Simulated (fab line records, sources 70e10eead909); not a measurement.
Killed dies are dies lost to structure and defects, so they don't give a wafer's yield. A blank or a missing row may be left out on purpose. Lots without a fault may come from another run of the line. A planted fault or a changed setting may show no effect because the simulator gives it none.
Chamber matching | flow nand_harc | NHARC_P_ZERO_WELL_DESCUM_54 on rie_diel-05: 4 sister chambers
The step chemistry O2, time 3 s. 20 wafers are shown with their chamber, then 10 later ones without.

WAFERS WITH THEIR CHAMBER
wafer  | chamber | drypump_motor_current_A (A) | showerhead_plenum_p_Torr (Torr) | throttle_valve_pct (%)
L074.4 | 3       | 5.0                         | 1.81                            | 11.294
L074.5 | 3       | 5.0                         | 1.81                            | 11.307
L074.6 | 2       | 5.5                         | 1.84                            | 11.305
L078.1 | 1       | 6.3                         | 2.03                            | 11.318
L078.2 | 0       | 6.0                         | 1.87                            | 11.305
L078.5 | 0       | 6.0                         | 1.87                            | 11.312
L079.2 | 3       | 5.0                         | 1.81                            | 11.312
L079.5 | 3       | 5.0                         | 1.81                            | 11.304
L079.6 | 1       | 6.3                         | 2.03                            | 11.317
L081.2 | 0       | 6.0                         | 1.87                            | 11.300
L081.4 | 1       | 6.3                         | 2.03                            | 11.321
L081.6 | 3       | 5.0                         | 1.81                            | 11.307
L083.1 | 2       | 5.5                         | 1.84                            | 11.303
L083.2 | 3       | 5.0                         | 1.81                            | 11.313
L083.5 | 3       | 5.0                         | 1.81                            | 11.321
L085.1 | 2       | 5.6                         | 1.84                            | 11.292
L085.3 | 0       | 6.0                         | 1.86                            | 11.313
L085.6 | 1       | 6.3                         | 2.02                            | 11.312
L091.3 | 1       | 6.3                         | 2.02                            | 11.317
L091.4 | 0       | 6.0                         | 1.86                            | 11.328

SIGNATURES (means of the wafers above)
reading                  | chamber 0 | chamber 1 | chamber 2 | chamber 3 | scatter within a chamber
drypump_motor_current_A  | 6.000     | 6.300     | 5.533     | 5.000     | 0.0204
showerhead_plenum_p_Torr | 1.8660    | 2.0260    | 1.8400    | 1.8100    | 0.00387
throttle_valve_pct       | 11.31160  | 11.31700  | 11.30000  | 11.30829  | 0.00796
Rule: a wafer's distance from a chamber is the root of the sum, over the readings, of the square of ((its reading less the chamber's mean) divided by the reading's scatter). The wafer belongs to the nearest chamber; if the next one is less than 2 further off, it can't be placed. The scatter: the root of (the sum of the squares of (reading less its chamber's mean) over the shown wafers, divided by (wafers less chambers)).

WAFERS WITHOUT THEIR CHAMBER
wafer  | drypump_motor_current_A (A) | showerhead_plenum_p_Torr (Torr) | throttle_valve_pct (%)
L091.6 | 6.3                         | 2.02                            | 11.335
L093.1 | 6.3                         | 2.02                            | 11.299
L093.3 | 5.5                         | 1.84                            | 11.316
L093.6 | 6.0                         | 1.86                            | 11.300
L094.1 | 6.2                         | 2.02                            | 11.324
L094.3 | 6.0                         | 1.86                            | 11.301
L094.4 | 5.6                         | 1.84                            | 11.323
L095.1 | 5.5                         | 1.84                            | 11.313
L095.3 | 6.0                         | 1.86                            | 11.318
L095.4 | 6.3                         | 2.02                            | 11.304

WHICH CHAMBER EACH WENT THROUGH
wafer  | from the rows above | in truth
L091.6 | 1                   | 1
L093.1 | 1                   | 1
L093.3 | 2                   | 2
L093.6 | 0                   | 0
L094.1 | 1                   | 1
L094.3 | 0                   | 0
L094.4 | 2                   | 2
L095.1 | 2                   | 2
L095.3 | 0                   | 0
L095.4 | 1                   | 1
Placed correctly: 10 of 10. Can't be placed from these rows: 0. Placed wrongly: 0.
